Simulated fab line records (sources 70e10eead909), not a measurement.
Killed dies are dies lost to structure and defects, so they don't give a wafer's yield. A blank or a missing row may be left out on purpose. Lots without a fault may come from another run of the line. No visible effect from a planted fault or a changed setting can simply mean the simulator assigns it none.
A lot that was struck, set against a sound lot | flow nand-harc | 14 steps out of a route of 1302
Sound: these wafers, L651.1, L651.3, L651.6. Struck: wafers L643.3, L643.4, L643.5. At the end, the cause is stated.
For every step that has rows: the tool of each side, followed by ch and its chambers, followed by its first start. Under that, the readings that differ: sound wafers | struck wafers | difference of the means | sigmas: that difference in standard deviations of wafers without a fault.
alike: same words and numbers on both sides, and readings whose means sit less than 2 such deviations apart. not compared: any withheld reading, any reading some wafer has no value for, any bound like >300 that may hide the same value, and any number with overlapping values for which the record gives no deviation.
The two part at a step that has a row with sigmas, a row that says differs or no value, or rows on one side only. Numbers that don't overlap but have no deviation are shown without sigmas and don't part them. Lack of a reading on every wafer of one side parts them only where that side has two or more wafers.

first, 4 steps without rows for these wafers: NHARC_A_STAIRCASE_EXPOSE_247 (exposes mask SDS 1); NHARC_A_STAIRCASE_PEB_248 (peb time 130 s); NHARC_A_STAIRCASE_DEVELOP_249 (time 140 s); NHARC_A_STAIRCASE_HARDBAKE_251 (time 140 s).
NHARC_A_STAIRCASE_DESCUM_252: chemistry O2, time 3 s.
  sound on rie-diel-09 ch 1,3, day 22 15:06; struck on rie-diel-01 ch 1,2, day 18 20:25
  alike: drypump-motor-current-A, oes-product-au, rf-vpp-V, showerhead-plenum-p-Torr, throttle-valve-pct
  not compared: rf-hours-counter-h
NHARC_A_STAIRCASE_ETCH_253: etches the open film in C4F8/O2, target depth 50 nm, time 20.2 s.
  sound on rie-diel-09 ch 0,2, day 22 15:11; struck on rie-diel-01 ch 1,2, day 18 20:31
  alike: oes-product-au, rf-vpp-V
  not compared: rf-hours-counter-h
NHARC_A_STAIRCASE_STRIP_254: strips in O2.
  sound on plasma-asher-02 ch 1, day 22 15:19; struck on plasma-asher-01 ch 0,1, day 18 20:42
  reading                     | sound          | struck         | difference | sigmas
  drypump-motor-current-A (A) | 5.88 5.88 5.89 | 6.19 6.28 6.15 | +0.32      | +2
  alike: heater-power-w, rf-refl-power-W
  not compared: rf-hours-counter-h
then, 3 steps without rows for these wafers: NHARC_A_STAIRCASE_STRIP_255 (strips in SPM, time 900 s); NHARC_A_STAIRCASE_PRECLEAN_256 (cleans in SC1); NHARC_A_STAIRCASE_SRD_257.
NHARC_A_STAIRCASE_HM_DEP_456: deposits aC, target thk 3100 nm.
  sound on acl-dep-02 ch 0, day 22 16:05; struck on acl-dep-01 ch 0, day 19 01:49
  alike: susceptor-temp-C, throttle-valve-pct
NHARC_A_STAIRCASE_DEP_259: deposits SiON, target thk 30 nm.
  sound on pecvd-01 ch 1,2, day 22 17:59; struck on pecvd-04 ch 0,1, day 19 03:08
  no value came back on the struck wafers for chamber-pressure-Torr (Torr), heater-power-outer-w (W), heater-power-w (W), showerhead-vpp-V (V); on the sound wafers chamber-pressure-Torr (Torr) reads 3.506 3.511 3.501
then, 1 step without rows for these wafers: NHARC_A_STAIRCASE_DEHYDRATE_260 (time 120 s).
-- jump in the record: it breaks off in module A_STAIRCASE and resumes in module END (first step shown: number 1302 of the route), and 8 days separate the struck wafers' starts before and after --
NHARC_END_SORT_01:
  sound on prober-01 ch 0, day 31 02:40; struck on prober-02 ch 0, day 26 22:47
  reading         | sound    | struck      | difference | sigmas
  killed-at-array | 82 76 69 | 671 676 676 | +599       | +26
  killed-dies     | 83 80 73 | 677 677 677 | +598       | +27
  alike: killed-at-other, killed-at-periphery, killed-open, killed-short

## WHERE THEY PART
Last at NHARC_END_SORT_01 as far as this record goes, first at NHARC_A_STAIRCASE_STRIP_254.

WHY: what had been put in by the simulator
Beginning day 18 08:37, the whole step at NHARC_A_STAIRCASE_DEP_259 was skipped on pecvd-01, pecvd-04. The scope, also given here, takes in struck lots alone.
